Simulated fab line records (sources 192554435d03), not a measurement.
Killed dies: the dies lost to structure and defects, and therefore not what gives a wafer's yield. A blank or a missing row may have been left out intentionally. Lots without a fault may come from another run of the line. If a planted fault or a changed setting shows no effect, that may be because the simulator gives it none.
Which tool did it? :: flow n5 finfet :: 10 lots, 30 wafers sampled, at 4 steps of a route of 1938

WHAT THE GAUGES SHOWED, per wafer
N5_BEOL_M13_INSPECT_55: inspects for defects (darkfield).
lot: L282
measured: day 11 06:50
on: defect inspect-01
raw defect count: 62 76 80

lot: L285
measured: day 11 20:55
on: defect inspect-02
raw defect count: 76 53 46

lot: L286
measured: day 12 00:18
on: defect inspect-01
raw defect count: 51 36 51

lot: L290
measured: day 13 00:18
on: defect inspect-02
raw defect count: 85 69 36

lot: L289
measured: day 13 05:32
on: defect inspect-01
raw defect count: 53 64 62

lot: L288
measured: day 13 10:30
on: defect inspect-01
raw defect count: 59 729 147

lot: L291
measured: day 13 14:28
on: defect inspect-01
raw defect count: 120 65 94

lot: L302
measured: day 15 21:33
on: defect inspect-02
raw defect count: 89 60 50

lot: L304
measured: day 17 04:05
on: defect inspect-02
raw defect count: 48 57 51

lot: L305
measured: day 17 05:16
on: defect inspect-01
raw defect count: 62 55 58

EACH LOT AND THE TOOL THAT RAN IT (in order: tool; ch and the chambers of the sampled wafers; start)
lot: L282
N5_BEOL_M13_STRIP_37: plasma asher-02 ch 0,1, day 11 04:16
N5_BEOL_M13_SPUTTER_44: pvd sputter-01, day 11 05:44
N5_BEOL_M13_CMP_49: cmp-03 ch 0,2,3, day 11 06:23

lot: L285
N5_BEOL_M13_STRIP_37: plasma asher-02 ch 0,1, day 11 17:16
N5_BEOL_M13_SPUTTER_44: pvd sputter-01, day 11 18:32
N5_BEOL_M13_CMP_49: cmp-03 ch 1,2,3, day 11 20:28

lot: L286
N5_BEOL_M13_STRIP_37: plasma asher-01 ch 0,1, day 11 20:16
N5_BEOL_M13_SPUTTER_44: pvd sputter-01, day 11 23:11
N5_BEOL_M13_CMP_49: cmp-03 ch 0,1,2, day 11 23:58

lot: L290
N5_BEOL_M13_STRIP_37: plasma asher-02 ch 0,1, day 12 22:38
N5_BEOL_M13_SPUTTER_44: pvd sputter-03, day 12 23:11
N5_BEOL_M13_CMP_49: cmp-04 ch 1,2, day 12 23:51

lot: L289
N5_BEOL_M13_STRIP_37: plasma asher-02 ch 0, day 13 03:44
N5_BEOL_M13_SPUTTER_44: pvd sputter-02, day 13 04:24
N5_BEOL_M13_CMP_49: cmp-04 ch 1,3, day 13 05:06

lot: L288
N5_BEOL_M13_STRIP_37: plasma asher-02 ch 0,1, day 13 08:15
N5_BEOL_M13_SPUTTER_44: pvd sputter-02, day 13 09:23
N5_BEOL_M13_CMP_49: cmp-04 ch 0,1,3, day 13 10:03

lot: L291
N5_BEOL_M13_STRIP_37: plasma asher-02 ch 0,1, day 13 08:41
N5_BEOL_M13_SPUTTER_44: pvd sputter-02, day 13 12:47
N5_BEOL_M13_CMP_49: cmp-01 ch 1,2,3, day 13 14:04

lot: L302
N5_BEOL_M13_STRIP_37: plasma asher-02 ch 0,1, day 15 18:57
N5_BEOL_M13_SPUTTER_44: pvd sputter-01, day 15 20:23
N5_BEOL_M13_CMP_49: cmp-01 ch 0,1,2, day 15 21:07

lot: L304
N5_BEOL_M13_STRIP_37: plasma asher-01 ch 0,1, day 17 00:42
N5_BEOL_M13_SPUTTER_44: pvd sputter-03, day 17 02:50
N5_BEOL_M13_CMP_49: cmp-01 ch 0,2,3, day 17 03:43

lot: L305
N5_BEOL_M13_STRIP_37: plasma asher-02 ch 0,1, day 17 02:04
N5_BEOL_M13_SPUTTER_44: pvd sputter-02, day 17 03:04
N5_BEOL_M13_CMP_49: cmp-01 ch 1,2,3, day 17 04:51
- N5_BEOL_M13_STRIP_37: strips in N2/H2.
- N5_BEOL_M13_SPUTTER_44: material Ta, target thk 10 nm, time 16.13 s.
- N5_BEOL_M13_CMP_49: polishes, stops on SiOC, t overpolish 17.1 s, target thk 420 nm.

THE ANSWER, worked out from the rows above alone
Rule: the lots themselves supply what counts as usual. The widest of any qualifying gaps counts: lots, ordered by their means at a reading, are off when they make up no more than a third of the lots, leave a main group of 4 or more, and stand apart from it by 3 or more times the standard deviation of that group's means. A main group whose means are all the same, to the digits that the tables above print for the reading, isn't used. A lot without any number at a reading at which 4 lots or more have one is off too. Where the step has rows for the other lots, those lots are counted as sound.
Off at N5_BEOL_M13_INSPECT_55 (raw defect count): L288. The main group has a mean of 63 with a standard deviation of 13.
If a tool, at a process step before that reading, ran all the lots that are off and no sound lot after the first of them, it fits. Those tools and the gauges at N5_BEOL_M13_INSPECT_55 are tried in the same way. One fits: cmp-04 at N5_BEOL_M13_CMP_49. Its last sound lot is L289 (day 13 05:06), its first lot that is off L288 (day 13 10:03): a fault that began between those two fits.

WHAT WAS PUT IN BY THE SIMULATOR
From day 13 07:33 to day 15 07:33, cmp-04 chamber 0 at N5_BEOL_M13_CMP_49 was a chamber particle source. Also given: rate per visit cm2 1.
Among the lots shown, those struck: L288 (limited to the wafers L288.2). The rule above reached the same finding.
